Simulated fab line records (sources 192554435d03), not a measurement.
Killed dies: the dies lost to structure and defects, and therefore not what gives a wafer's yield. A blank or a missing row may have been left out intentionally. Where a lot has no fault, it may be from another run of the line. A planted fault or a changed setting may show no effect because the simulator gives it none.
What tool caused it? -- flow n5 finfet -- Sampling: 24 lots, 72 wafers, 4 of 1938 route steps

== WHAT THE GAUGES SHOWED, per wafer ==
N5_GATE_CUT_OVL_MEAS_14. Usual: GATE_CUT_OVL gives -0.2 nm (standard deviation 0.56).
lot,measured,on,GATE_CUT_OVL (nm),flag
L074,day 4 13:38,overlay-02,-0.5 -0.7 0.0,
L075,day 4 20:52,overlay-01,-0.2 -0.3 0.1,
L076,day 5 04:00,overlay-01,0.1 0.0 0.6,
L077,day 5 06:45,overlay-02,0.0 -1.0 0.2,
L078,day 5 11:19,overlay-02,0.4 -0.2 -0.9,
L079,day 5 19:37,overlay-01,-0.7 -0.7 -0.2,
L080,day 5 23:25,overlay-01,-0.5 -0.4 -0.6,
L081,day 6 10:37,overlay-02,0.3 0.3 -0.4,
L082,day 6 15:59,overlay-01,-0.4 -0.4 -0.4,
L083,day 7 00:08,overlay-02,-1.0 -0.9 -0.3,
L084,day 7 00:52,overlay-02,-0.7 -0.9 -0.1,
L085,day 7 09:04,overlay-02,0.6 -0.4 1.8,
L086,day 7 17:09,overlay-01,-0.4 -0.5 -0.3,
L087,day 7 19:44,overlay-02,0.3 -0.4 0.1,
L088,day 7 23:56,overlay-02,0.8 -0.1 0.1,
L089,day 8 06:58,overlay-01,-0.7 -0.2 -0.7,
L090,day 8 10:50,overlay-01,-0.1 1.2 0.3,
L091,day 8 18:31,overlay-01,-0.8 -0.2 0.4,
L092,day 9 02:04,overlay-01,-0.2 0.4 -0.9,
L093,day 9 06:56,overlay-01,-0.4 -0.5 0.2,
L094,day 9 13:15,overlay-02,-0.9 0.2 -1.0,
L095,day 9 18:04,overlay-01,-0.7 -0.4 0.2,
L096,day 10 01:53,overlay-02,0.2 -0.9 0.6,
L097,day 10 04:56,overlay-02,-0.1 0.6 -0.4,

N5_GATE_CUT_INSPECT_15: inspects for defects (brightfield). Usual: raw defect count 154, standard deviation 49.
lot,measured,on,raw defect count,flag
L074,day 4 13:41,defect inspect-02,133 230 164,
L075,day 4 20:55,defect inspect-01,132 249 245,
L076,day 5 04:04,defect inspect-01,62 88 92,
L077,day 5 06:49,defect inspect-02,224 173 186,
L078,day 5 11:23,defect inspect-01,199 197 176,
L079,day 5 19:40,defect inspect-01,137 112 124,
L080,day 5 23:28,defect inspect-01,138 141 165,
L081,day 6 10:41,defect inspect-02,133 126 114,
L082,day 6 16:03,defect inspect-02,84 99 194,
L083,day 7 00:12,defect inspect-02,187 327 225,
L084,day 7 00:55,defect inspect-02,169 184 193,
L085,day 7 09:07,defect inspect-02,185 138 174,
L086,day 7 17:13,defect inspect-01,201 112 162,
L087,day 7 19:47,defect inspect-01,145 190 130,
L088,day 7 23:59,defect inspect-02,90 144 150,
L089,day 8 07:02,defect inspect-02,129 129 86,
L090,day 8 10:53,defect inspect-02,150 202 173,
L091,day 8 18:34,defect inspect-02,122 128 197,
L092,day 9 02:07,defect inspect-01,134 118 129,
L093,day 9 06:59,defect inspect-02,142 110 226,
L094,day 9 13:18,defect inspect-02,155 113 134,
L095,day 9 18:08,defect inspect-01,191 150 160,
L096,day 10 01:56,defect inspect-01,105 99 131,
L097,day 10 05:00,defect inspect-01,126 137 91,

== WHAT TOOL EACH LOT RAN ON (gives the tool, then ch and the chambers of the sampled wafers, and finally the start) ==
lot,N5_HKMG_FIN_STRIP_69,N5_HKMG_FIN_CMP_94
L074,"plasma asher-01 ch 0,1, day 4 06:39","cmp-02 ch 0,1,2, day 4 08:03"
L075,"plasma asher-02 ch 1, day 4 12:17","cmp-03 ch 2,3, day 4 13:41"
L076,"plasma asher-02 ch 0,1, day 4 19:29","cmp-02 ch 0,1,3, day 4 20:55"
L077,"plasma asher-02 ch 0,1, day 5 00:45","cmp-03 ch 0,1,2, day 5 02:14"
L078,"plasma asher-01 ch 0, day 5 06:02","cmp-03 ch 1,2,3, day 5 07:28"
L079,"plasma asher-02 ch 0,1, day 5 14:13","cmp-04 ch 0,2,3, day 5 15:41"
L080,"plasma asher-01 ch 0,1, day 5 18:00","cmp-04 ch 0,1,3, day 5 19:24"
L081,"plasma asher-01 ch 0,1, day 6 04:59","cmp-02 ch 0,1,3, day 6 06:25"
L082,"plasma asher-01 ch 0,1, day 6 10:11","cmp-03 ch 2,3, day 6 11:35"
L083,"plasma asher-01 ch 0,1, day 6 18:47","cmp-04 ch 0,1,2, day 6 20:13"
L084,"plasma asher-02 ch 0,1, day 6 19:13","cmp-03 ch 0,3, day 6 20:37"
L085,"plasma asher-02 ch 0, day 7 03:41","cmp-03 ch 0,1,2, day 7 05:09"
L086,"plasma asher-02 ch 0,1, day 7 11:44","cmp-02 ch 0,1,3, day 7 13:07"
L087,"plasma asher-01 ch 0,1, day 7 14:22","cmp-04 ch 1,2,3, day 7 15:46"
L088,"plasma asher-01 ch 0,1, day 7 18:35","cmp-04 ch 0,2,3, day 7 19:59"
L089,"plasma asher-02 ch 0,1, day 8 01:21","cmp-02 ch 0,1,2, day 8 02:50"
L090,"plasma asher-02 ch 0,1, day 8 05:26","cmp-03 ch 0,2,3, day 8 06:53"
L091,"plasma asher-01 ch 0,1, day 8 13:14","cmp-02 ch 0,1,2, day 8 14:38"
L092,"plasma asher-01 ch 0,1, day 8 17:31","cmp-03 ch 0,1,2, day 8 21:44"
L093,"plasma asher-02 ch 0,1, day 9 01:17","cmp-02 ch 0,1,3, day 9 02:43"
L094,"plasma asher-02 ch 0,1, day 9 07:56","cmp-04 ch 0,1, day 9 09:20"
L095,"plasma asher-02 ch 0,1, day 9 12:37","cmp-02 ch 0,2,3, day 9 14:03"
L096,"plasma asher-02 ch 0,1, day 9 18:45","cmp-03 ch 0,2,3, day 9 20:09"
L097,"plasma asher-01 ch 0,1, day 9 23:41","cmp-02 ch 0,1,3, day 10 01:05"
- N5_HKMG_FIN_STRIP_69: strips in N2/H2, time 360 s.
- N5_HKMG_FIN_CMP_94: polishes, stops on SiNx, t overpolish 4.7 s, target thk 43.299 nm.

== WHAT THE TOOLS THEMSELVES READ (means of the sampled wafers that have a number; where no wafer has one, the mark that the record gives instead) ==
N5_HKMG_FIN_STRIP_69. Usual: drypump motor current A 5.9 A, standard deviation 0.69; heater power w 484 W, standard deviation 28.
lot,tool,drypump motor current A (A),heater power w (W),flag
L074,plasma asher-01,5.3,466,
L075,plasma asher-02,5.7,524,
L076,plasma asher-02,6.4,493,
L077,plasma asher-02,6.4,487,
L078,plasma asher-01,6.1,467,
L079,plasma asher-02,6.0,511,
L080,plasma asher-01,5.3,467,
L081,plasma asher-01,5.3,469,
L082,plasma asher-01,5.3,471,
L083,plasma asher-01,5.7,464,
L084,plasma asher-02,6.1,510,
L085,plasma asher-02,6.8,465,
L086,plasma asher-02,6.1,509,
L087,plasma asher-01,5.3,467,
L088,plasma asher-01,5.3,465,
L089,plasma asher-02,6.4,493,
L090,plasma asher-02,6.1,510,
L091,plasma asher-01,5.7,469,
L092,plasma asher-01,5.3,466,
L093,plasma asher-02,6.4,485,
L094,plasma asher-02,6.1,509,
L095,plasma asher-02,6.1,504,
L096,plasma asher-02,6.4,486,
L097,plasma asher-01,5.3,475,

N5_HKMG_FIN_CMP_94. Usual: motor current A 11.8 A, standard deviation 1; pad life wafers 1176, standard deviation 510; retaining ring pressure frac 1.000, standard deviation 0.0046.
lot,tool,motor current A (A),pad life wafers,retaining ring pressure frac,flag
L074,cmp-02,11.1,811,0.998,
L075,cmp-03,12.6,182,0.998,
L076,cmp-02,11.1,926,0.999,
L077,cmp-03,12.3,290,0.999,
L078,cmp-03,12.7,344,1.003,
L079,cmp-04,11.3,1286,1.005,
L080,cmp-04,12.0,1316,0.998,
L081,cmp-02,11.4,1154,0.999,
L082,cmp-03,12.3,602,1.003,
L083,cmp-04,11.8,1526,1.004,
L084,cmp-03,11.0,674,0.996,
L085,cmp-03,12.1,758,1.004,
L086,cmp-02,11.3,1387,0.998,
L087,cmp-04,12.0,1682,1.002,
L088,cmp-04,11.4,1712,0.997,
L089,cmp-02,11.1,1485,0.997,
L090,cmp-03,11.7,968,1.002,
L091,cmp-02,11.0,1585,0.999,
L092,cmp-03,12.3,1058,0.995,
L093,cmp-02,11.5,1664,1.003,
L094,cmp-04,12.2,1956,0.998,
L095,cmp-02,11.8,1754,1.001,
L096,cmp-03,11.7,1237,0.997,
L097,cmp-02,11.4,1861,1.003,

== THE ANSWER, worked out from the rows above alone ==
Rule: a lot counts as off when the mean over its wafers that have a number is more than 3 standard deviations away from the usual mean. A lot without any number at a reading at which 4 lots or more have one is off too. Any other lot the step has rows for is counted as sound. Order of review: gauges by route order, followed by the tools' own readings, for which a lot's mean as printed above is used. At the first step where some lot is off, the reading lying furthest off is the one used; lots without a number count as furthest.
Nothing can be told from this: no lot is off at any reading shown.

== WHAT THE SIMULATOR HAD INSERTED ==
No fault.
